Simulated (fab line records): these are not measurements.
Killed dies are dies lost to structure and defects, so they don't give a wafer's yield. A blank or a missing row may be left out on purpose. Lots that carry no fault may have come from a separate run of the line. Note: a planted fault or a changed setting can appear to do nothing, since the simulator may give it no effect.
fab line records	flow nand_harc
record lots=6	wafers=18	last_day=33
route steps=1302 shown A_STAIRCASE@692 END@1302
lots with no fault: from the same line, run without faults
start_h: hours from the record's first day to the start of the lot's first wafer shown	wait_h: time in hours since the lot's previous step	" identical to the entry in the row above	L1.1+2: a row that stands for several wafers	- either no value or no given start	* or withheld: withheld	< > ~ a bound
route shown NAME@n: NAME is a module with steps in the file, n the number in the route of the first one	usual: the fault-free wafers' mean and standard deviation	same: alike in all rows	chamber/n: place in a boat	sites: the reading at each site	_std_site: how widely they spread, as a standard deviation	_edge_site: mean of outer sites minus mean of inner sites	radius_mm: how far each site lies from the wafer's centre	mask NAME#n: copy n	behind: the last tool/chamber to shape the wafer	hold: cause of the lot's hold/its duration in hours/its outcome	device: which transistor (n, p or np) failed to switch	end of line: the route-end tests of the same wafers	where a step has no rows: the recipe by itself	killed: not the wafer's yield, but the dies lost to structure and defects at the first sort	map: shows each die of a wafer: x if killed, . if not, _ if none is there
set.NAME: the setting as run; set.NAME@STEP: as run at that earlier step	model.NAME: the simulator's own value behind a step, which no gauge read
certain route steps with their lots: each step a table, each wafer a row
services: from which hour (start_h, from the record's first day; less than 0 if before it) a tool's chamber was out of use, for how many hours, and why
## steps
# step NHARC_A_STAIRCASE_COAT_178
# recipe spin_rpm=1200
# step NHARC_A_STAIRCASE_SOFTBAKE_179
# recipe temp_c=135	time_s=170
# step NHARC_A_STAIRCASE_EBR_180
# step NHARC_A_STAIRCASE_EXPOSE_181
# recipe na=0.5	dose_mj=27.87	mask_id=STAIR_2
# step NHARC_A_STAIRCASE_PEB_182
# recipe peb_temp_c=115	peb_time_s=130
# step NHARC_A_STAIRCASE_DEVELOP_183
# recipe time_s=140
# step NHARC_A_STAIRCASE_HARDBAKE_185
# recipe temp_c=120	time_s=140
# step NHARC_A_STAIRCASE_DESCUM_186
# recipe time_s=3	o2_flow_sccm=200	ar_flow_sccm=0	bias_power_w=0	chemistry=O2
# usual drypump_motor_current_A=5.6/0.37	oes_product_au=0.996/0.0099	rf_vpp_V=57.6/0.9	showerhead_plenum_p_Torr=1.89/0.076	throttle_valve_pct=11.311/0.0091
lot.wafer	tool	chamber	start_h	wait_h	drypump_motor_current_A	oes_product_au	rf_hours_counter_h	rf_vpp_V	showerhead_plenum_p_Torr	throttle_valve_pct
L162.3	rie_diel-11	0	401.38	-	6.1	0.995	46	57.0	1.76	11.299
L162.2	"	2	"	"	6.1	0.980	53	57.8	1.88	11.318
L162.4	"	0	"	"	6.1	0.999	-	56.1	1.76	11.302
L168.2	rie_diel-13	3	459.12	-	5.5	1.009	23	57.2	1.92	11.302
L168.5	"	3	"	"	5.5	1.006	-	59.3	1.92	11.321
L168.6	"	0	"	"	5.3	1.011	-	58.0	1.92	11.303
L167.3	rie_diel-13	2	474.64	-	5.1	1.006	33	57.0	1.96	11.315
L167.2	"	3	"	"	5.5	1.010	32	58.3	1.92	11.324
L167.5	"	3	"	"	5.5	0.997	-	58.3	1.92	11.308
L172.1	rie_diel-03	1	515.05	-	5.1	1.003	14	56.5	1.81	11.310
L172.2	"	0	"	"	5.9	0.994	16	58.0	1.83	11.313
L172.5	"	1	"	"	5.1	0.994	-	57.7	1.81	11.315
L177.1	rie_diel-11	0	562.74	-	6.1	0.989	42	57.1	2.06	11.299
L177.5	"	0	"	"	6.1	0.994	-	58.9	2.06	11.307
L177.6	"	1	"	"	5.6	0.983	-	60.0	2.01	11.307
L179.3	rie_diel-13	0	580.96	-	5.3	0.995	13	55.9	1.91	11.302
L179.1	"	2	"	"	5.2	0.997	14	58.1	1.95	11.312
L179.2	"	3	"	"	5.5	0.982	12	56.4	1.91	11.318
# step NHARC_A_STAIRCASE_TRIM_187
# recipe time_s=211.2	o2_flow_sccm=500	ar_flow_sccm=0	bias_w=0	chemistry=O2
# usual drypump_motor_current_A=5.7/0.37	oes_product_au=0.998/0.0093	rf_vpp_V=57.7/0.87	showerhead_plenum_p_Torr=3.49/0.13	throttle_valve_pct=17.036/0.0089
lot.wafer	tool	chamber	start_h	wait_h	drypump_motor_current_A	oes_product_au	rf_hours_counter_h	rf_vpp_V	showerhead_plenum_p_Torr	throttle_valve_pct
L162.2	rie_diel-11	2	401.49	0.1	6.1	0.993	53	58.6	3.47	17.035
L162.3	"	3	"	"	5.2	0.990	49	57.5	3.38	17.048
L162.4	"	3	"	"	5.2	0.995	-	58.0	3.38	17.027
L168.2	rie_diel-13	0	459.20	0.1	5.3	1.004	29	57.1	3.55	17.045
L168.6	"	0	"	"	5.3	1.002	-	57.9	3.55	17.031
L168.5	"	1	"	"	5.9	0.997	-	58.0	3.44	17.042
L167.2	rie_diel-13	1	474.74	0.1	5.9	0.992	39	59.0	3.43	17.048
L167.3	"	2	"	"	5.1	1.006	33	58.5	3.61	17.034
L167.5	"	0	"	"	5.3	1.008	-	58.1	3.54	17.025
L172.2	rie_diel-03	1	515.17	0.1	5.1	1.001	14	58.2	3.35	17.050
L172.1	"	2	"	"	5.9	1.001	14	58.6	3.58	17.023
L172.5	"	3	"	"	5.9	1.003	-	56.2	3.32	17.033
L177.1	rie_diel-11	1	562.94	0.2	5.5	0.995	42	57.0	3.69	17.029
L177.6	"	3	"	"	5.1	1.000	-	57.3	3.35	17.028
L177.5	"	0	"	"	6.1	1.002	-	59.0	3.78	17.045
L179.2	rie_diel-13	1	581.04	0.1	5.9	0.986	15	57.4	3.42	17.036
L179.1	"	2	"	"	5.2	1.005	14	57.8	3.60	17.032
L179.3	"	3	"	"	5.5	0.992	12	57.8	3.53	17.049
# step NHARC_A_STAIRCASE_ETCH_188
# recipe target_depth_a=1000	time_s=40.5	ion_energy_ev=400	c4f8_flow_sccm=20	o2_flow_sccm=10	ar_flow_sccm=withheld	rf_w=600	bias_w=1000	chemistry=C4F8/O2
# usual oes_product_au=0.939/0.015	rf_vpp_V=895/4.9	run_length_s=61.7/0.47
lot.wafer	tool	chamber	start_h	wait_h	oes_product_au	rf_hours_counter_h	rf_vpp_V	run_length_s
L162.2	rie_diel-11	3	-	-	0.930	49	890	61.6
L162.3	"	2	"	"	0.922	54	895	60.9
L162.4	"	3	"	"	0.921	-	892	61.2
L168.2	rie_diel-13	1	-	-	0.917	31	892	61.4
L168.6	"	3	"	"	0.934	-	898	61.8
L168.5	"	0	"	"	0.936	-	896	62.0
L167.2	rie_diel-13	2	-	-	0.948	33	898	61.8
L167.3	"	1	"	"	0.936	40	894	61.3
L167.5	"	3	"	"	0.943	-	897	61.8
L172.1	rie_diel-03	3	-	-	0.939	17	888	61.7
L172.2	"	0	"	"	0.941	17	891	62.3
L172.5	"	2	"	"	0.942	-	898	61.7
L177.1	rie_diel-11	3	-	-	0.929	41	889	61.6
L177.5	"	3	"	"	0.925	-	888	61.4
L177.6	"	0	"	"	0.927	-	906	61.5
L179.2	rie_diel-13	0	-	-	0.949	13	896	62.7
L179.1	"	1	"	"	0.933	15	893	61.5
L179.3	"	3	"	"	0.947	12	897	62.1
# step NHARC_A_STAIRCASE_TRIM_189
# recipe time_s=211.2	o2_flow_sccm=500	ar_flow_sccm=0	bias_w=0	chemistry=O2
# usual drypump_motor_current_A=5.6/0.37	oes_product_au=0.998/0.0082	rf_vpp_V=57.7/0.86	showerhead_plenum_p_Torr=3.49/0.13	throttle_valve_pct=17.035/0.0094
lot.wafer	tool	chamber	start_h	wait_h	drypump_motor_current_A	oes_product_au	rf_hours_counter_h	rf_vpp_V	showerhead_plenum_p_Torr	throttle_valve_pct
L162.2	rie_diel-11	3	-	-	5.2	1.010	49	59.0	3.38	17.020
L162.3	"	2	"	"	6.1	1.000	54	58.3	3.47	17.024
L162.4	"	2	"	"	6.1	1.000	-	57.6	3.47	17.022
L168.2	rie_diel-13	3	-	-	5.6	1.015	23	58.1	3.55	17.053
L168.5	"	1	"	"	5.9	0.998	-	57.1	3.44	17.058
L168.6	"	2	"	"	5.1	1.003	-	56.8	3.62	17.027
L167.2	rie_diel-13	0	-	-	5.3	1.018	38	58.3	3.54	17.044
L167.3	"	2	"	"	5.1	1.007	33	57.7	3.61	17.045
L167.5	"	1	"	"	5.9	1.000	-	56.9	3.43	17.031
L172.1	rie_diel-03	3	-	-	5.9	0.997	17	57.9	3.32	17.041
L172.2	"	2	"	"	5.9	0.996	14	58.7	3.58	17.024
L172.5	"	0	"	"	5.9	0.997	-	57.2	3.38	17.017
L177.1	rie_diel-11	1	-	-	5.5	1.003	42	58.5	3.69	17.039
L177.5	"	1	"	"	5.5	1.001	-	58.1	3.69	17.033
L177.6	"	2	"	"	6.1	1.000	-	58.4	3.44	17.036
L179.3	rie_diel-13	2	-	-	5.1	1.008	14	58.0	3.60	17.023
L179.1	"	0	"	"	5.3	0.999	13	58.9	3.53	17.023
L179.2	"	1	"	"	5.9	0.989	15	56.4	3.42	17.029
# step NHARC_A_STAIRCASE_ETCH_190
# recipe target_depth_a=1000	time_s=40.5	ion_energy_ev=400	c4f8_flow_sccm=20	o2_flow_sccm=10	ar_flow_sccm=withheld	rf_w=600	bias_w=1000	chemistry=C4F8/O2
# usual oes_product_au=0.942/0.011	rf_vpp_V=894/4.6	run_length_s=61.8/0.49
lot.wafer	tool	chamber	start_h	wait_h	oes_product_au	rf_hours_counter_h	rf_vpp_V	run_length_s
L162.2	rie_diel-11	0	402.01	-	0.945	46	887	61.5
L162.3	"	2	"	"	0.934	54	894	60.7
L162.4	"	0	"	"	0.942	-	887	61.3
L168.2	rie_diel-13	0	460.63	-	0.953	30	897	75.1
L168.6	"	1	"	"	0.933	-	893	74.0
L168.5	"	2	"	"	0.937	-	897	61.8
L167.2	rie_diel-13	3	475.11	-	0.953	32	896	75.3
L167.3	"	1	"	"	0.937	40	893	61.1
L167.5	"	2	"	"	0.954	-	898	61.7
L172.2	rie_diel-03	3	515.53	-	0.941	17	887	61.4
L172.1	"	0	"	"	0.934	17	891	62.2
L172.5	"	3	"	"	0.937	-	889	61.5
L177.1	rie_diel-11	2	563.34	-	0.922	41	894	61.1
L177.5	"	2	"	"	0.930	-	893	61.0
L177.6	"	3	"	"	0.932	-	888	61.1
L179.2	rie_diel-13	1	581.44	-	0.941	15	891	61.2
L179.3	"	2	"	"	0.940	14	899	62.3
L179.1	"	3	"	"	0.938	12	896	61.9
# step NHARC_A_STAIRCASE_TRIM_191
# recipe time_s=211.2	o2_flow_sccm=500	ar_flow_sccm=0	bias_w=0	chemistry=O2
# usual drypump_motor_current_A=5.6/0.37	oes_product_au=0.997/0.0079	rf_vpp_V=57.5/0.85	showerhead_plenum_p_Torr=3.49/0.13	throttle_valve_pct=17.036/0.009
lot.wafer	tool	chamber	start_h	wait_h	drypump_motor_current_A	oes_product_au	rf_hours_counter_h	rf_vpp_V	showerhead_plenum_p_Torr	throttle_valve_pct
L162.3	rie_diel-11	3	-	-	5.1	0.995	49	58.6	3.38	17.037
L162.2	"	0	"	"	6.1	1.005	46	57.2	3.27	17.039
L162.4	"	3	"	"	5.2	1.006	-	56.6	3.38	17.031
L168.2	rie_diel-13	0	-	-	5.3	1.003	30	57.9	3.55	17.047
L168.6	"	2	"	"	5.1	1.004	-	58.5	3.62	17.031
L168.5	"	3	"	"	5.5	1.001	-	57.5	3.55	17.022
L167.2	rie_diel-13	0	-	-	5.3	1.005	38	57.6	3.54	17.023
L167.3	"	3	"	"	5.6	1.007	32	56.8	3.54	17.040
L167.5	"	1	"	"	5.9	0.996	-	58.4	3.43	17.029
L172.2	rie_diel-03	2	-	-	5.9	1.000	14	58.5	3.58	17.037
L172.1	"	0	"	"	5.9	1.001	17	57.0	3.38	17.043
L172.5	"	2	"	"	5.9	0.991	-	55.4	3.58	17.013
L177.1	rie_diel-11	2	-	-	6.1	0.986	41	57.9	3.44	17.025
L177.5	"	0	"	"	6.1	1.002	-	57.6	3.78	17.041
L177.6	"	1	"	"	5.5	0.996	-	57.4	3.69	17.042
L179.3	rie_diel-13	3	-	-	5.5	0.986	12	57.4	3.53	17.041
L179.2	"	0	"	"	5.3	1.000	13	58.7	3.53	17.038
L179.1	"	1	"	"	5.9	0.993	15	57.0	3.42	17.019
# step NHARC_END_SORT_01
# recipe temp_c=25
# usual killed_at_array=56/18	killed_at_other=1.4/1.5	killed_at_periphery=4/3.1	killed_dies=61/19	killed_open=3.5/1.8	killed_short=2.4/1.4
# same gross_dies=677
lot.wafer	tool	chamber	start_h	wait_h	killed_at_array	killed_at_other	killed_at_periphery	killed_dies	killed_open	killed_short
L162.2	prober-02	0	613.12	2.8	44	0	0	44	2	2
L162.3	prober-02	0	613.92	3.1	42	3	1	46	3	1
L162.4	prober-02	0	614.72	3.4	44	0	3	47	8	4
L168.2	prober-02	0	685.10	2.8	667	2	8	677	6	3
L168.6	prober-02	0	688.29	4.0	663	3	11	677	5	3
L167.2	prober-01	0	701.83	2.8	668	0	9	677	3	3
# killed by level:class
L162.2 A_CHANNEL_HOLE_D2:chamber_film_flake=29 A_CHANNEL_FILL_D2:chamber_film_flake=3 A_CHANNEL_HOLE_D1:chamber_film_flake=2 A_STAIRCASE:chamber_film_flake=2 A_CONTACT:chamber_film_flake=2 A_ONON_D1:geometric_particle:short=1 A_CHANNEL_FILL_D1:geometric_particle:open=1 A_WL_FILL:geometric_particle:short=1
L162.3 A_CHANNEL_HOLE_D2:chamber_film_flake=27 A_CONTACT:chamber_film_flake=5 A_M0:geometric_particle:open=3 A_CHANNEL_HOLE_D1:chamber_film_flake=3 THIN_TSV:chamber_film_flake=3 A_CHANNEL_FILL_D2:chamber_film_flake=2 A_ONON_D1:geometric_particle:short=1 P_ZERO_WELL:chamber_film_flake=1
L162.4 A_CHANNEL_HOLE_D2:chamber_film_flake=25 A_CONTACT:chamber_film_flake=5 A_SLIT:chamber_film_flake=3 A_SGD_CUT:geometric_particle:open=2 P_STI:geometric_particle:short=1 P_M0:geometric_particle:open=1 P_M1:geometric_particle:open=1 A_ONON_D1:geometric_particle:open=1
L168.2 A_STAIRCASE:area_etch=609 A_SLIT:chamber_film_flake=39 A_STAIRCASE:chamber_film_flake=4 P_GATE:chamber_film_flake=3 A_CHANNEL_HOLE_D1:chamber_film_flake=3 P_CONTACT:geometric_particle:open=2 P_BONDPAD:chamber_film_flake=2 A_BLC:chamber_film_flake=2
L168.6 A_STAIRCASE:area_etch=611 A_SLIT:chamber_film_flake=30 P_BONDPAD:chamber_film_flake=7 A_STAIRCASE:chamber_film_flake=3 A_CONTACT:chamber_film_flake=3 THIN_TSV:chamber_film_flake=3 A_ONON_D2:geometric_particle:short=2 P_GATE:chamber_film_flake=2
L167.2 A_STAIRCASE:area_etch=592 A_CHANNEL_HOLE_D1:chamber_film_flake=23 A_SLIT:chamber_film_flake=23 A_CHANNEL_HOLE_D2:chamber_film_flake=19 P_BONDPAD:chamber_film_flake=6 A_CONTACT:chamber_film_flake=5 P_M0:geometric_particle:short=1 P_M0:geometric_particle:open=1
# map L167.2 (x killed, . not)
____________x____________
_________xxxxxxx_________
_______xxxxxxxxxxx_______
______xxxxxxxxxxxxx______
_____xxxxxxxxxxxxxxx_____
____xxxxxxxxxxxxxxxxx____
____xxxxxxxxxxxxxxxxx____
___xxxxxxxxxxxxxxxxxxx___
___xxxxxxxxxxxxxxxxxxx___
__xxxxxxxxxxxxxxxxxxxxx__
__xxxxxxxxxxxxxxxxxxxxx__
_xxxxxxxxxxxxxxxxxxxxxxx_
_xxxxxxxxxxxxxxxxxxxxxxx_
_xxxxxxxxxxxxxxxxxxxxxxx_
_xxxxxxxxxxxxxxxxxxxxxxx_
_xxxxxxxxxxxxxxxxxxxxxxx_
xxxxxxxxxxxxxxxxxxxxxxxxx
xxxxxxxxxxxxxxxxxxxxxxxxx
xxxxxxxxxxxxxxxxxxxxxxxxx
xxxxxxxxxxxxxxxxxxxxxxxxx
xxxxxxxxxxxxxxxxxxxxxxxxx
_xxxxxxxxxxxxxxxxxxxxxxx_
_xxxxxxxxxxxxxxxxxxxxxxx_
_xxxxxxxxxxxxxxxxxxxxxxx_
_xxxxxxxxxxxxxxxxxxxxxxx_
_xxxxxxxxxxxxxxxxxxxxxxx_
__xxxxxxxxxxxxxxxxxxxxx__
__xxxxxxxxxxxxxxxxxxxxx__
___xxxxxxxxxxxxxxxxxxx___
___xxxxxxxxxxxxxxxxxxx___
____xxxxxxxxxxxxxxxxx____
____xxxxxxxxxxxxxxxxx____
_____xxxxxxxxxxxxxxx_____
______xxxxxxxxxxxxx______
_______xxxxxxxxxxx_______
_________xxxxxxx_________
____________x____________
# map L168.2 (x killed, . not)
____________x____________
_________xxxxxxx_________
_______xxxxxxxxxxx_______
______xxxxxxxxxxxxx______
_____xxxxxxxxxxxxxxx_____
____xxxxxxxxxxxxxxxxx____
____xxxxxxxxxxxxxxxxx____
___xxxxxxxxxxxxxxxxxxx___
___xxxxxxxxxxxxxxxxxxx___
__xxxxxxxxxxxxxxxxxxxxx__
__xxxxxxxxxxxxxxxxxxxxx__
_xxxxxxxxxxxxxxxxxxxxxxx_
_xxxxxxxxxxxxxxxxxxxxxxx_
_xxxxxxxxxxxxxxxxxxxxxxx_
_xxxxxxxxxxxxxxxxxxxxxxx_
_xxxxxxxxxxxxxxxxxxxxxxx_
xxxxxxxxxxxxxxxxxxxxxxxxx
xxxxxxxxxxxxxxxxxxxxxxxxx
xxxxxxxxxxxxxxxxxxxxxxxxx
xxxxxxxxxxxxxxxxxxxxxxxxx
xxxxxxxxxxxxxxxxxxxxxxxxx
_xxxxxxxxxxxxxxxxxxxxxxx_
_xxxxxxxxxxxxxxxxxxxxxxx_
_xxxxxxxxxxxxxxxxxxxxxxx_
_xxxxxxxxxxxxxxxxxxxxxxx_
_xxxxxxxxxxxxxxxxxxxxxxx_
__xxxxxxxxxxxxxxxxxxxxx__
__xxxxxxxxxxxxxxxxxxxxx__
___xxxxxxxxxxxxxxxxxxx___
___xxxxxxxxxxxxxxxxxxx___
____xxxxxxxxxxxxxxxxx____
____xxxxxxxxxxxxxxxxx____
_____xxxxxxxxxxxxxxx_____
______xxxxxxxxxxxxx______
_______xxxxxxxxxxx_______
_________xxxxxxx_________
____________x____________
## services
tool	chamber	start_h	hours	kind
rie_diel-11	-	382.15	0.2	repair
rie_diel-03	3	387.53	3.3	repair
rie_diel-13	0	401.85	-	clean
rie_diel-13	1	401.85	-	clean
rie_diel-13	2	401.85	-	clean
rie_diel-13	3	401.85	-	clean
rie_diel-13	2	423.78	9.2	repair
rie_diel-11	1	423.84	6.5	repair
rie_diel-13	0	426.52	-	clean
rie_diel-13	1	426.52	-	clean
rie_diel-13	3	426.52	-	clean
rie_diel-11	-	434.04	9.0	pm
rie_diel-13	0	448.17	6.2	repair
rie_diel-13	1	451.71	-	clean
rie_diel-13	2	451.71	-	clean
rie_diel-13	3	451.71	-	clean
rie_diel-03	-	458.39	9.0	pm
rie_diel-13	3	475.75	22.2	repair
rie_diel-13	0	476.21	-	clean
rie_diel-13	1	476.21	-	clean
rie_diel-13	2	476.21	-	clean
rie_diel-03	0	481.35	3.6	repair
rie_diel-13	-	520.91	9.0	pm
rie_diel-13	-	530.61	0.6	repair
## key
first_sign step=NHARC_A_STAIRCASE_ETCH_190	reading=run_length_s	direction=up	sigmas=27	usual=*	struck=*
effect step=NHARC_END_SORT_01	reading=killed_at_array	direction=up	sigmas=33	usual=56	struck=666
more_kills_born_at NHARC_A_STAIRCASE_ETCH_190@rie_diel-13=1812
met_at NHARC_A_STAIRCASE_ETCH_190
struck_wafers L167.2,L168.2,L168.6
later_rows_left_out L167.2,L168.2,L168.6
tester_left_out L167,L168
fault kind=process_parameter_drift	tool=rie_diel-13	chamber=-	onset_h=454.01	steps=NHARC_A_STAIRCASE_ETCH_190	channel=time_s	offset=*	shape=step	end_h=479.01	scope=struck_wafers_only	acts_in=*	stated=*
# tester_left_out: of these lots the tester's yield and bins aren't shown, on N5 and GAA mostly nor the transistor test; their killed dies are dies lost to structure and defects alone, not to doping, threshold or leakage, so they don't give the yield
# later_rows_left_out: the simulator's readings of these wafers behind a module that went badly wrong aren't trusted and aren't shown, but for the sort
